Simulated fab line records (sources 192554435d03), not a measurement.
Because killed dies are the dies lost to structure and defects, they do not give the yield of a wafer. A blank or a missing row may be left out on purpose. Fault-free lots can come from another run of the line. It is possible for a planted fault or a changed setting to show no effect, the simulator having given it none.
Split-lot experiment | flow n5Finfet | 21 wafers read across 7 lots, on a route 1938 steps long

== SPLIT DETAILS ==
At N5_BEOL_M7_ILD_DEP_00 (deposits SiCOH lowk from DEMS/porogen, target thk 179.75 nm, time 33.4 s), the setting timeS was moved away from the recipe's 33.4 s on 7 of the 21 wafers read, by -5.4% to +11.7%. For the rest of the wafers, this setting stayed at what the recipe calls for.

== THE PATH FROM SPLIT TO READING: the file shows 1 step between them ==
- N5_BEOL_M7_CURE_74: cures SiCOH lowk, time 240 s

== THE READING ==
M7_ILD_THK in nanometres, read at N5_BEOL_M7_THK_MEAS_01. On this fab line, fault-free wafers typically give 154.9 nm with a standard deviation of 2.3 nm.

wafer  | tool, chamber at the split | timeS as run, s | against the recipe | M7_ILD_THK, nm | against lot-mates on the recipe
L075.1 | pecvd-04, 1                | 35.58           | +6.5%              | 163.8          | +8.6
L075.2 | pecvd-04, 2                | 33.4            | recipe             | 157.5          | -
L075.4 | pecvd-04, 0                | 33.4            | recipe             | 153.0          | -
L081.2 | pecvd-02, 1                | 33.4            | recipe             | 156.4          | -
L081.4 | pecvd-02, 1                | 33.4            | recipe             | 156.4          | -
L081.6 | pecvd-02, 2                | 33.4            | recipe             | 157.2          | -
L084.1 | pecvd-01, 1                | 33.4            | recipe             | 153.7          | -
L084.5 | pecvd-01, 2                | 31.6            | -5.4%              | 149.7          | -5.2
L084.6 | pecvd-01, 1                | 33.4            | recipe             | 156.2          | -
L086.1 | pecvd-04, 1                | 33.4            | recipe             | 153.0          | -
L086.4 | pecvd-04, 0                | 33.4            | recipe             | 155.5          | -
L086.5 | pecvd-04, 1                | 33.4            | recipe             | 158.2          | -
L090.1 | pecvd-02, 1                | 35.89           | +7.5%              | 166.5          | +9.8
L090.2 | pecvd-02, 2                | 35.89           | +7.5%              | 167.6          | +10.9
L090.4 | pecvd-02, 2                | 33.4            | recipe             | 156.7          | -
L095.1 | pecvd-04, 0                | 33.4            | recipe             | 156.2          | -
L095.2 | pecvd-04, 1                | 37.3            | +11.7%             | 175.5          | +19.3
L095.3 | pecvd-04, 2                | 37.3            | +11.7%             | 172.3          | +16.1
L096.1 | pecvd-02, 0                | 36.41           | +9.0%              | 164.0          | +12.1
L096.2 | pecvd-02, 1                | 33.4            | recipe             | 150.2          | -
L096.6 | pecvd-02, 1                | 33.4            | recipe             | 153.7          | -

FIT RESULTS
A straight line over all 21 wafers: M7_ILD_THK changes by +1.43 nm for each +1% of timeS; r = +0.95; the points scatter about the line by 2.3 nm.
The same after taking each lot's own level away (the mean of its wafers on the recipe; 21 wafers): +1.4 nm for each +1%; r = +0.97; scatter 1.6 nm.
According to that fit, moving timeS by its largest amount changes the reading by 16 nm.
The span of the lots' own levels, 151.95 to 156.70 nm, comes to 2.1 times the standard deviation stated above.
Hence the lot-to-lot level has little effect on the slope; both slopes agree.
Check: +15.6 nm against its lot-mates is what the line predicts for one of the wafers moved furthest among these (+11.7%) when that wafer is left out of the fit. It came out at +19.3 nm against them.

== ADDITIONAL SPLITS CARRIED BY THESE WAFERS ==
Note: prior to the reading, these wafers also went through further splits. Each is held against what the fit with the lots' levels taken away leaves over:
other split on the same wafers | wafers away from the commonest value | r with M7_ILD_THK (lot level and that fit taken away)
N5_BEOL_M5_COAT_74 spinRpm     | 9                                    | -0.16

== THE WHOLE CHAIN: every reading that the file lists as answering this split, in the file's order ==
step                   | what it does                                                             | reading                                                                                 | change (the file's fit)              | r (the file's)
N5_BEOL_M7_ILD_DEP_00  | deposits SiCOH lowk from DEMS/porogen, target thk 179.75 nm, time 33.4 s | SiCOH_lowk_of_BEOL_M7_ILD_DEP_00.thkNm (the simulator's own value, which no gauge read) | +1.58 nm for each +1% of the setting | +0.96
N5_BEOL_M7_CURE_74     | cures SiCOH lowk, time 240 s                                             | SiCOH_lowk_of_BEOL_M7_ILD_DEP_00.thkNm (the simulator's own value, which no gauge read) | +1.38 nm for each +1% of the setting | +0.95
N5_BEOL_M7_THK_MEAS_01 |                                                                          | M7_ILD_THK                                                                              | +1.38 for each +1% of the setting    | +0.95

== FILE'S OWN FIT ==
M7_ILD_THK changes by +1.38 nm for each +1% of timeS, r = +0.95.
